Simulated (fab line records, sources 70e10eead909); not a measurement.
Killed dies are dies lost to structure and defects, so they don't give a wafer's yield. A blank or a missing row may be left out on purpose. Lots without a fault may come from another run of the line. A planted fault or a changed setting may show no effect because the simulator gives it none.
Chamber matching | flow nand_harc | NHARC_A_M1_DESCUM_14 on rie_diel-06: 4 sister chambers
The step chemistry O2, time 3 s. 8 wafers are shown with their chamber, then 10 later ones without.

WAFERS WITH THEIR CHAMBER
wafer  | chamber | drypump_motor_current_A (A) | oes_product_au (a.u.)
L079.1 | 2       | 6.1                         | 0.990
L081.4 | 2       | 6.1                         | 0.997
L082.4 | 0       | 6.1                         | 1.002
L082.6 | 0       | 6.1                         | 0.996
L086.3 | 3       | 5.8                         | 1.001
L086.6 | 1       | 5.4                         | 0.995
L089.2 | 3       | 5.7                         | 1.006
L089.3 | 1       | 5.4                         | 0.997

WAFERS WITHOUT THEIR CHAMBER
wafer  | drypump_motor_current_A (A) | oes_product_au (a.u.)
L089.5 | 5.4                         | 0.998
L089.1 | 6.1                         | 0.996
L089.4 | 6.1                         | 0.995
L089.6 | 6.1                         | 1.004
L092.4 | 6.1                         | 0.983
L092.5 | 6.1                         | 1.004
L092.6 | 5.8                         | 1.010
L096.2 | 6.2                         | 1.003
L096.5 | 6.1                         | 0.994
L096.6 | 5.4                         | 0.995

WHICH CHAMBER EACH WENT THROUGH
wafer  | from the rows above     | in truth
L089.5 | 1                       | 1
L089.1 | can't be placed: 2 or 0 | 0
L089.4 | can't be placed: 2 or 0 | 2
L089.6 | can't be placed: 0 or 2 | 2
L092.4 | can't be placed: 2 or 0 | 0
L092.5 | can't be placed: 0 or 2 | 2
L092.6 | 3                       | 3
L096.2 | can't be placed: 0 or 2 | 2
L096.5 | can't be placed: 2 or 0 | 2
L096.6 | 1                       | 1
Placed correctly: 3 of 10. Can't be placed from these rows: 7 (the true chamber is among the candidates in 7). Placed wrongly: 0.
How it was worked out, from the rows above alone: a wafer's distance from a chamber is the root of the sum, over the readings, of the square of ((its reading less the chamber's mean) divided by the reading's scatter). The wafer belongs to the nearest chamber; if the next one is less than 2 further off, it can't be placed. A chamber's mean is the mean of its shown wafers. The scatter: the root of (the sum of the squares of (reading less its chamber's mean) over the shown wafers, divided by (wafers less chambers)).
